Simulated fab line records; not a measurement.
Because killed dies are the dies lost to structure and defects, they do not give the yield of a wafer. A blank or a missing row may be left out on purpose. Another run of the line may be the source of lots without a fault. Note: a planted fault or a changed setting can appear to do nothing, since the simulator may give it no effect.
Matching of chambers || flow n5 finfet || N5_BEOL_M6_CURE_74 on uv cure-03: 3 sister chambers
The step cures SiCOH lowk, time 240 s. 6 wafers are shown with their chamber, then 10 later ones without.

WAFERS, EACH WITH ITS CHAMBER
{"wafer": "L086.3", "chamber": 0, "wafer_temp_C_max": 386.3, "lamp power pct (%)": 52.27}
{"wafer": "L086.4", "chamber": 0, "wafer_temp_C_max": 385.9, "lamp power pct (%)": 52.27}
{"wafer": "L092.5", "chamber": 1, "wafer_temp_C_max": 387.3, "lamp power pct (%)": 52.34}
{"wafer": "L092.6", "chamber": 1, "wafer_temp_C_max": 387.1, "lamp power pct (%)": 52.29}
{"wafer": "L093.1", "chamber": 2, "wafer_temp_C_max": 386.5, "lamp power pct (%)": 52.35}
{"wafer": "L093.2", "chamber": 2, "wafer_temp_C_max": 386.5, "lamp power pct (%)": 52.33}

WAFERS WITHOUT THEIR CHAMBER
{"wafer": "L093.4", "wafer_temp_C_max": 386.9, "lamp power pct (%)": 52.30}
{"wafer": "L095.1", "wafer_temp_C_max": 387.0, "lamp power pct (%)": 52.34}
{"wafer": "L095.4", "wafer_temp_C_max": 387.6, "lamp power pct (%)": 52.32}
{"wafer": "L095.5", "wafer_temp_C_max": 386.8, "lamp power pct (%)": 52.17}
{"wafer": "L095.2", "wafer_temp_C_max": 387.0, "lamp power pct (%)": 52.37}
{"wafer": "L095.3", "wafer_temp_C_max": 387.2, "lamp power pct (%)": 52.28}
{"wafer": "L095.6", "wafer_temp_C_max": 386.8, "lamp power pct (%)": 52.29}
{"wafer": "L097.1", "wafer_temp_C_max": 386.6, "lamp power pct (%)": 52.30}
{"wafer": "L097.5", "wafer_temp_C_max": 386.3, "lamp power pct (%)": 52.29}
{"wafer": "L097.6", "wafer_temp_C_max": 386.7, "lamp power pct (%)": 52.33}

EACH ONE'S CHAMBER
{"wafer": "L093.4", "from the rows above": "can't be placed: 1 or 2", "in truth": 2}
{"wafer": "L095.1", "from the rows above": "can't be placed: 1 or 2", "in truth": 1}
{"wafer": "L095.4", "from the rows above": 1, "in truth": 1}
{"wafer": "L095.5", "from the rows above": "can't be placed: 0 or 1 or 2", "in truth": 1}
{"wafer": "L095.2", "from the rows above": "can't be placed: 1 or 2", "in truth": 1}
{"wafer": "L095.3", "from the rows above": 1, "in truth": 1}
{"wafer": "L095.6", "from the rows above": "can't be placed: 1 or 2 or 0", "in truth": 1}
{"wafer": "L097.1", "from the rows above": "can't be placed: 2 or 0 or 1", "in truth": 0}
{"wafer": "L097.5", "from the rows above": "can't be placed: 0 or 2", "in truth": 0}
{"wafer": "L097.6", "from the rows above": "can't be placed: 2 or 1", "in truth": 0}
2 of 10 placed correctly. Cannot be placed on the basis of these rows: 8; the candidates contain the true chamber in 7. 0 placed wrongly.
How it was worked out, from the rows above alone: a wafer's distance from a chamber is the root of the sum, over the readings, of the square of ((its reading less the chamber's mean) divided by the reading's scatter). The wafer belongs to the nearest chamber; if the next one is less than 2 further off, it can't be placed. For every chamber, the mean is computed from those of its wafers that are shown. The scatter is the square root of a quotient: the sum, over the shown wafers, of each reading's squared deviation from its chamber's mean, divided by wafers minus chambers.
